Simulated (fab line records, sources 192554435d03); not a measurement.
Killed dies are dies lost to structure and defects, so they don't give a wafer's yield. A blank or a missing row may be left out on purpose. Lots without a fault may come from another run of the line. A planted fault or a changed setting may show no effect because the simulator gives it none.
Problem report in the 8D (eight disciplines) form, filled by code | flow n5_finfet | the parts of the form that need people (team, actions taken, sign-off) are left out

1. THE PROBLEM
sort_bin_5_function at N5_PASSIVATION_PROBE_49 reads a mean of 96.7 % on 6 wafers of 2 lots; wafers without a fault read 5.1 % with a standard deviation of 0.97. That is +94 standard deviations from the usual mean.
First seen on wafer L802.1, day 16 02:19, on prober-02. The record holds 6 wafers of 2 lots with a number at this step. Rule for "out", or "out of limits": more than 4 standard deviations from the usual mean. The other wafers with a number count as sound.

2. WHAT IT IS AND WHAT IT IS NOT
question                    | is                                                                                                                     | is not
which readings at this step | sort_bin_5_function, defect_limited_yield, killed_at_M0_to_M3, killed_dies, killed_on_rim, sort_n_pass, sort_yield_pct | killed_at_M4_up, killed_at_contacts, killed_at_front_end, killed_at_other, killed_open, sort_bin_6_memory
which lots                  | L802, L803                                                                                                             | -
which wafers of those lots  | all that have a number                                                                                                 | -
read on which tools         | prober-01, prober-02                                                                                                   | -
when                        | from day 16 02:19                                                                                                      | up to then (0 sound wafers)

3. SUSPECTS, AND WHAT RULES EACH OUT
Counting: a tool at a process step up to the reading stays a suspect if it ran every lot that is out and no sound lot after the first of them.
- vapor_etch-02 at N5_BEOL_M0_SAQP_RECESS_114 (chemistry HF/NH3, target SiO2, target depth 14.4 nm, afs cycles 3, sublimation time 60 s): kept. It ran every lot that is out, first L802 (day 9 00:08), and no sound lot after that.
Left after counting: vapor_etch-02 at N5_BEOL_M0_SAQP_RECESS_114.

4. THE CAUSE (what the simulator had put in)
Skipped step whole: vapor_etch-02, from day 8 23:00 on, at N5_BEOL_M0_SAQP_RECESS_114. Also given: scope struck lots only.
Counting left only this tool.

5. THE CHAIN OF EFFECTS, in route order
Each row: a reading whose mean over the struck wafers that have a number lies more than 3 standard deviations from the usual. Only readings for which the record gives a usual standard deviation are gone through. hours: the time from each lot's start at the first step in this table that gives one to its start at this step, as a median over the lots. sigmas: the change in usual standard deviations.
hours | step                    | reading              | usual  | on struck wafers | change | sigmas
0     | N5_PASSIVATION_PROBE_49 | defect_limited_yield | 91.4 % | 0.0              | -91.4  | -61
0     | N5_PASSIVATION_PROBE_49 | killed_at_M0_to_M3   | 34     | 1112             | +1078  | +90
0     | N5_PASSIVATION_PROBE_49 | killed_dies          | 101    | 1180             | +1079  | +60
0     | N5_PASSIVATION_PROBE_49 | killed_on_rim        | 13     | 152              | +139   | +35
0     | N5_PASSIVATION_PROBE_49 | sort_bin_5_function  | 5.1 %  | 96.7             | +91.6  | +94
0     | N5_PASSIVATION_PROBE_49 | sort_n_pass          | 1079   | 0                | -1079  | -63
0     | N5_PASSIVATION_PROBE_49 | sort_yield_pct       | 91.4 % | 0.0              | -91.4  | -61
The process steps in it:
- N5_PASSIVATION_PROBE_49
Readings that are blank on the struck wafers while sound wafers have them: drypump_motor_current_A at N5_BEOL_M0_SAQP_RECESS_114.

6. WHAT WOULD HAVE CAUGHT IT SOONER
In this record the first reading out of limits was taken at day 16 02:19, 171 hours after the fault began at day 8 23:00.
At N5_BEOL_M0_SAQP_RECESS_114 the tool's readings are blank on the struck wafers, where sound wafers have them: an empty tool record is the first sign, and it was there at once.
All the lots that are out (2) had begun N5_BEOL_M0_SAQP_RECESS_114 on vapor_etch-02 by day 16 02:19. A hold on the tool at that time would have spared none of them.
